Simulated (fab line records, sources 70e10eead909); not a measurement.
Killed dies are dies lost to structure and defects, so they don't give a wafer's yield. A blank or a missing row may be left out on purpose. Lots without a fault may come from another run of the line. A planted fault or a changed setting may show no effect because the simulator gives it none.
Chamber matching | flow nand_harc | NHARC_A_CONTACT_DESCUM_74 on rie_diel-02: 4 sister chambers
The step chemistry O2, time 3 s. 14 wafers are shown with their chamber, then 7 later ones without.

WAFERS WITH THEIR CHAMBER
wafer  | chamber | drypump_motor_current_A (A) | showerhead_plenum_p_Torr (Torr) | oes_product_au (a.u.)
L074.1 | 1       | 5.5                         | 2.00                            | 0.988
L074.2 | 2       | 6.2                         | 1.87                            | 0.983
L074.5 | 2       | 6.2                         | 1.87                            | 0.978
L079.1 | 3       | 5.1                         | 1.96                            | 1.001
L079.4 | 2       | 6.2                         | 1.87                            | 1.001
L079.6 | 3       | 5.1                         | 1.96                            | 0.997
L084.1 | 3       | 5.1                         | 1.96                            | 0.997
L084.4 | 2       | 6.1                         | 1.87                            | 1.006
L084.6 | 2       | 6.1                         | 1.87                            | 1.003
L085.2 | 2       | 6.1                         | 1.86                            | 0.998
L085.3 | 1       | 5.5                         | 1.99                            | 0.988
L085.6 | 0       | 5.5                         | 1.91                            | 1.006
L091.1 | 3       | 5.1                         | 1.95                            | 0.998
L091.3 | 1       | 5.5                         | 1.99                            | 0.989

SIGNATURES (means of the wafers above)
reading                  | chamber 0 | chamber 1 | chamber 2 | chamber 3 | scatter within a chamber
drypump_motor_current_A  | 5.500     | 5.500     | 6.150     | 5.100     | 0.0387
showerhead_plenum_p_Torr | 1.9100    | 1.9933    | 1.8683    | 1.9575    | 0.00474
oes_product_au           | 1.00600   | 0.98833   | 0.99483   | 0.99825   | 0.00821
Rule: a wafer's distance from a chamber is the root of the sum, over the readings, of the square of ((its reading less the chamber's mean) divided by the reading's scatter). The wafer belongs to the nearest chamber; if the next one is less than 2 further off, it can't be placed. The scatter: the root of (the sum of the squares of (reading less its chamber's mean) over the shown wafers, divided by (wafers less chambers)).

WAFERS WITHOUT THEIR CHAMBER
wafer  | drypump_motor_current_A (A) | showerhead_plenum_p_Torr (Torr) | oes_product_au (a.u.)
L091.4 | 5.5                         | 1.91                            | 0.996
L093.4 | 5.5                         | 1.91                            | 0.996
L093.5 | 5.1                         | 1.95                            | 1.001
L093.6 | 5.5                         | 1.99                            | 0.996
L092.2 | 5.1                         | 1.95                            | 1.000
L092.4 | 5.1                         | 1.95                            | 1.003
L092.5 | 5.5                         | 1.99                            | 1.000

WHICH CHAMBER EACH WENT THROUGH
wafer  | from the rows above | in truth
L091.4 | 0                   | 0
L093.4 | 0                   | 0
L093.5 | 3                   | 3
L093.6 | 1                   | 1
L092.2 | 3                   | 3
L092.4 | 3                   | 3
L092.5 | 1                   | 1
Placed correctly: 7 of 7. Can't be placed from these rows: 0. Placed wrongly: 0.
